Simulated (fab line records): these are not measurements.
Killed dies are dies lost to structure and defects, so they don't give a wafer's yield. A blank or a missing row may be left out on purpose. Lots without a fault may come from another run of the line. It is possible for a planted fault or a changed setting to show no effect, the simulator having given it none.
A lot that was struck, set against a sound lot | flow nand_harc | 24 out of 1302 route steps
Sound: wafers L575.1, L575.3, L575.4. Wafers L587.1, L587.2, L587.5 were the ones struck. The cause is named last.
Order at every step that has rows: each side's tool, ch and its chambers, its first start. Under that, the readings that differ: sound wafers | struck wafers | difference of the means | sigmas: that difference in standard deviations of wafers without a fault.
alike: words and numbers the same on both sides, and readings whose means are apart by under 2 such deviations; not compared: readings that were withheld, readings missing a value for some wafer, numbers with overlapping values and no deviation given by the record, and bounds like >300 which may hide the same value.
Wherever a step has rows on one side only, a row that says differs or no value, or a row with sigmas, the two part there. When numbers do not overlap yet have no deviation, they are printed without sigmas and do not part them. A reading that every wafer of one side lacks parts them only if that side has two wafers or more.

NHARC_P_M1_INSPECT_27:
  sound on defect_inspect-01, day 7 12:22; struck on defect_inspect-01, day 12 18:30
  alike: raw_defect_count
NHARC_P_M1_PRE_CLEAN_32: time 12 s.
  sound on pecvd-02 ch 0,2, day 7 12:26; struck on pecvd-03 ch 0,1,2, day 12 18:34
  alike: heater_power_w, rf_fwd_power_W
NHARC_P_M1_DEP_33: deposits SiCN, target thk 30 nm.
  sound on pecvd-02 ch 0,2, day 7 12:33; struck on pecvd-03 ch 0,1,2, day 12 18:39
  alike: heater_power_w, rf_fwd_power_W, showerhead_vpp_V
then, 8 steps without rows for these wafers: NHARC_P_M2_DEP_00 (deposits SiOC, target thk 182.5 nm); NHARC_P_M2_DEHYDRATE_01 (time 120 s); NHARC_P_M2_HMDS_02 (time 30 s); NHARC_P_M2_COAT_34 (time 65 s); NHARC_P_M2_COAT_03 (resist thk 90 nm); NHARC_P_M2_SOFTBAKE_04 (time 55 s); NHARC_P_M2_EBR_05; NHARC_P_M2_EXPOSE_06 (exposes mask P M2, target cd 170 nm).
NHARC_P_M2_PEB_07: peb time 65 s.
  sound on litho_track-06 ch 0, day 7 13:33; struck on litho_track-06 ch 0, day 12 19:49
  reading                  | sound             | struck            | difference | sigmas
  heater_power_total_W (W) | 156.6 156.7 157.1 | 164.5 164.4 164.6 | +7.7       | +18
  alike: chill_plate_temp_C
then, 1 step without rows for these wafers: NHARC_P_M2_DEVELOP_08 (develop time 35 s).
NHARC_P_M2_CD_MEAS_09: the cd target is 170 nm.
  sound on cd_sem-01 ch 0, day 7 13:38; struck on cd_sem-03 ch 0
  reading    | sound             | struck            | difference | sigmas
  cd_nm (nm) | 170.5 171.0 171.1 | 167.6 167.2 168.6 | -3.1       | -5
  not compared: hold
NHARC_P_M2_OVL_MEAS_10: pitch 340 nm.
  sound on overlay-01, day 7 13:43; struck on overlay-01, day 13 00:32
  reading           | sound          | struck                                                                     | difference                   | sigmas
  hold              | - - -          | await_dispo/4.3h/release await_dispo/4.3h/release await_dispo/4.3h/release | no value on the sound wafers |
  overlay_x_nm (nm) | -1.3 -0.7 -1.3 | 0.3 0.6 0.4                                                                | +1.5                         | +2
  alike: overlay_y_nm
NHARC_P_M2_INSPECT_11:
  sound on defect_inspect-02, day 7 13:45; struck on defect_inspect-02, day 13 00:35
  alike: raw_defect_count
NHARC_P_M2_DESCUM_14: chemistry O2, time 3 s.
  sound on rie_diel-08 ch 0,2,3, day 7 13:49; struck on rie_diel-08 ch 2,3, day 13 00:38
  reading               | sound           | struck            | difference | sigmas
  model.P_M2.cd_nm (nm) | 170.5 171 171.1 | 168.7 166.7 169.3 | -2.6       |
  alike: chamber_pressure_mTorr, drypump_motor_current_A, mfc_ar_sccm, oes_product_au, rf_vpp_V, showerhead_plenum_p_Torr, throttle_valve_pct
  not compared: rf_hours_counter_h
NHARC_P_M2_ETCH_35: etches the open film in N2/H2, target depth 40 nm, overetch 12 nm, time 43.94 s.
  sound on rie_diel-08 ch 1,2,3, day 7 13:55; struck on rie_diel-08 ch 1,2,3, day 13 00:44
  alike: chamber_pressure_mTorr, drypump_motor_current_A, mfc_ar_sccm, oes_product_au, rf_fwd_power_W, rf_vpp_V, showerhead_plenum_p_Torr, throttle_valve_pct
  not compared: rf_hours_counter_h
NHARC_P_M2_ETCH_15: etches the open film in C4F8/Ar, target depth 182.5 nm, time 91.2 s.
  sound: rie_diel-08 ch 1,2,3; struck: rie_diel-08 ch 0,2
  alike: chamber_pressure_mTorr, oes_product_au, rf_fwd_power_W, rf_vpp_V
  not compared: rf_hours_counter_h
NHARC_P_M2_CD_MEAS_16:
  sound on cd_sem-01, day 7 14:07; struck on cd_sem-01, day 13 01:08
  reading    | sound             | struck            | difference | sigmas
  cd_nm (nm) | 170.3 170.6 170.8 | 167.9 166.7 169.5 | -2.5       | -3
  not compared: hold
NHARC_P_M2_STRIP_18: strips in N2/H2.
  sound on rie_diel-03 ch 0,2,3, day 7 14:11; struck on rie_diel-08 ch 0,1,3, day 13 09:48
  reading | sound | struck                                                                     | difference                   | sigmas
  hold    | - - - | await_dispo/8.2h/release await_dispo/8.2h/release await_dispo/8.2h/release | no value on the sound wafers |
  alike: chamber_pressure_mTorr, drypump_motor_current_A, mfc_ar_sccm, oes_product_au, rf_fwd_power_W, rf_vpp_V, showerhead_plenum_p_Torr, throttle_valve_pct
  not compared: rf_hours_counter_h
NHARC_P_M2_ETCH_28: etches the open film in CF4/N2, target depth 30 nm, time 72.99 s.
  sound: rie_diel-03 ch 1,2,3; struck: rie_diel-08 ch 1,2
  reading               | sound             | struck            | difference | sigmas
  model.P_M2.cd_nm (nm) | 170.5 171.6 171.1 | 167.5 165.6 168.5 | -3.9       |
  alike: chamber_pressure_mTorr, drypump_motor_current_A, mfc_ar_sccm, oes_product_au, rf_fwd_power_W, rf_vpp_V, showerhead_plenum_p_Torr, throttle_valve_pct
  not compared: rf_hours_counter_h
then, 1 step without rows for these wafers: NHARC_P_M2_STRIP_19 (strips in post etch residue remover, time 600 s).
-- break in the record here, with 18 days between the starts of the struck wafers on either side (left off in module P_M2, picked up again in module END, where the first step shown is number 1302 on the route) --
NHARC_END_SORT_01:
  only the struck wafers appear in the record here, on prober-01 ch 0 at day 31 04:20; the sound ones have no rows

## WHERE THEY PART
Earliest at NHARC_P_M2_PEB_07; latest, in this record, at NHARC_END_SORT_01.

WHY: the cause the simulator had injected
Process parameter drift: litho_track-06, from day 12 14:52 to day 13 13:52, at NHARC_P_M2_PEB_07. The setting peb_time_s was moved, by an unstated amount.
